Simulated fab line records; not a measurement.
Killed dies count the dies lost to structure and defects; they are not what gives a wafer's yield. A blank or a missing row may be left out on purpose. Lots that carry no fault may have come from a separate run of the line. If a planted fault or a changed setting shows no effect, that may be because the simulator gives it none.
A lot that was struck, set against a sound lot || flow n5Finfet || 39 out of 1938 route steps
Sound: wafers L504.3, L504.4, L504.5. Struck: wafer L497.2. (L497.1, L497.4 of the same lot were not struck and are left out.) The cause comes at the end.
For every step that has rows: the tool of each side, followed by ch and its chambers, followed by its first start. Under that, the readings that differ: sound wafers || struck wafers || difference of the means || sigmas: that difference in standard deviations of wafers without a fault.
alike: readings whose means differ by less than 2 such deviations, and words and numbers that are the same on both sides. not compared: withheld readings, readings that some wafer has no value for, bounds like >300 that may hide the same value, and numbers for which the record gives no deviation and whose values overlap.
The two part at a step that has a row with sigmas, a row that says differs or no value, or rows on one side only. Non-overlapping numbers with no deviation appear without sigmas and do not part them. A reading missing from all wafers of one side parts the sides only when that side holds two or more wafers.

first, 10 steps without rows for these wafers: N5_DUMMY_GATE_ETCH_23 (etches poly-Si in HBr/Cl2/O2, target depth 41 nm, time 22.3 s); N5_DUMMY_GATE_ETCH_44 (etches poly-Si in HBr/O2, stops on SiO2, target depth 127.5 nm); N5_DUMMY_GATE_ETCH_42 (etches SiO2 in CHF3/O2, target depth 3.5 nm, time 31 s); N5_DUMMY_GATE_STRIP_48 (strips in N2/H2, time 20 s); N5_DUMMY_GATE_PRECLEAN_33 (cleans in dHF, time 10 s); N5_DUMMY_GATE_PRECLEAN_25 (cleans in O3/DIW, time 45 s); N5_DUMMY_GATE_PRECLEAN_51 (cleans in SC2, time 45 s); N5_DUMMY_GATE_SRD_26 (time 30 s); N5_DUMMY_GATE_UV_OZONE_45 (time 120 s); N5_SPACER0_ALD_07 (deposits SiNx, target thk 2 nm).
N5_SPACER0_ALD_00: deposits SiOCN, target thk 3.5 nm, pulse time 3 s, purge time 2 s.
  sound on aldSin-04 ch 0,2,3, day 8 16:59; struck on aldSin-01 ch 3, day 6 23:44
{"reading": "aldCycles", "sound": "58 58 58", "struck": 70, "difference": "+12", "sigmas": ""}
{"reading": "model.SiOCN_of_SPACER0_ALD_00.thkNm (nm)", "sound": "3.4 3.4 3.6", "struck": 4.2, "difference": "+0.7", "sigmas": ""}
  alike: heaterPowerOuterW, heaterPowerW, precursorPulseHeightRel
then, 25 steps without rows for these wafers: N5_SPACER0_ALD_08 (deposits SiNx, target thk 2 nm); N5_SD_EPI_N_COAT_32 (time 60 s, resist thk 350 nm); N5_SD_EPI_N_COAT_33 (time 60 s, resist thk 35 nm); N5_SD_EPI_N_COAT_03 (resist thk 150 nm); N5_SD_EPI_N_EBR_05; N5_SD_EPI_N_SOFTBAKE_04 (time 60 s); N5_SD_EPI_N_EXPOSE_06 (exposes mask SD N BLK, target cd 120 nm); N5_SD_EPI_N_PEB_07 (peb time 60 s); N5_SD_EPI_N_DEVELOP_08 (develop time 30 s); N5_SD_EPI_N_DESCUM_14 (chemistry O2, time 7.9 s); N5_SD_EPI_N_ETCH_34 (etches SiARC in CF4, target depth 45.5 nm, time 75.8 s); N5_SD_EPI_N_ETCH_35 (etches SOC in N2/H2, overetch 108 nm, time 486 s); N5_SD_EPI_N_STRIP_36 (strips in N2/H2); N5_SD_EPI_N_ETCHBACK_44 (etches SiNx in CH3F/O2, stops on SiO2, target depth 14.5 nm); N5_SD_EPI_N_ETCH_45 (etches SiOCN in CH3F/O2, target depth 6 nm); N5_SD_EPI_N_ETCH_16 (etches SiO2 in CHF3/O2, target depth 5 nm); N5_SD_EPI_N_STRIP_47 (strips in CHF3/O2); N5_SD_EPI_N_SD_RECESS_17 (chemistry HBr/Cl2/O2, target depth 41 nm, time 23.7 s, bt time 3 s); N5_SD_EPI_N_STRIP_38 (strips in N2/H2); N5_SD_EPI_N_WET_ETCH_43 (etches SiO2 in dHF, time 14 s, target depth 1.5 nm); N5_SD_EPI_N_STRIP_18 (strips in SPM, time 750 s); N5_SD_EPI_N_SRD_20 (time 30 s); N5_SD_EPI_N_PRECLEAN_48 (cleans in NF3:NH3, afs cycles 2, time 20 s, sublimation time 60 s); N5_SD_EPI_N_VAPOR_ETCH_50 (etches Si in HCl, time 54 s); N5_SD_EPI_N_EPI_21 (deposits Si:P, time 690 s).
N5_SD_EPI_P_PRECLEAN_32: cleans in dHF, time 10 s.
  sound on wetBench-01 ch 1,4,6, day 9 04:59; struck on wetBench-01 ch 0, day 7 09:04
{"reading": "model.SiOCN_of_SPACER0_ALD_00.thkNm (nm)", "sound": "3.4 3.4 3.4", "struck": 4.2, "difference": "+0.8", "sigmas": ""}
-- here the record skips 5 days between the struck wafers' starts before and after, leaving off in module SD_EPI_P and picking up in module BEOL_M4 (first step shown: number 1111 of the route) --
N5_BEOL_M4_RC_MEAS_101:
  sound on prober-02 ch 0, day 13 18:40; struck on prober-01 ch 0, day 11 22:05
{"reading": "ION_P (uA/um)", "sound": "474 459 472", "struck": 441, "difference": -27, "sigmas": -3}
{"reading": "REXT_N (ohm.um)", "sound": "75.4 73.0 73.9", "struck": 84.7, "difference": "+10.6", "sigmas": "+5"}
{"reading": "REXT_P (ohm.um)", "sound": "101.1 101.7 101.6", "struck": 111.5, "difference": "+10.0", "sigmas": "+5"}
  alike: DIBL_N, DIBL_P, IOFF_N, IOFF_P, ION_N, SS_N, SS_P, VT_N, VT_P
-- the record jumps here: 5 days lie between the struck wafers' starts before and after (it left off in module BEOL_M4 and takes up again in module PASSIVATION, whose first step shown is number 1936 of the route) --
N5_PASSIVATION_PROBE_49:
  sound on prober-02 at day 17 19:52; struck on prober-02 at day 16 10:19
  alike: defectLimitedYield, killed_at_M0_to_M3, killed_at_M4_up, killedAtContacts, killedAtFrontEnd, killedAtOther, killedDies, killedOpen, killedShort, sort_bin_5_function, sort_bin_6_memory, sort_bin_8_speed, sortNPass, sortYieldPct

WHERE THEY PART
At N5_BEOL_M4_RC_MEAS_101 and nowhere else, as far as this record goes. Later steps at which nothing parts them and some readings are alike: N5_PASSIVATION_PROBE_49.

WHY: whatever the simulator had introduced
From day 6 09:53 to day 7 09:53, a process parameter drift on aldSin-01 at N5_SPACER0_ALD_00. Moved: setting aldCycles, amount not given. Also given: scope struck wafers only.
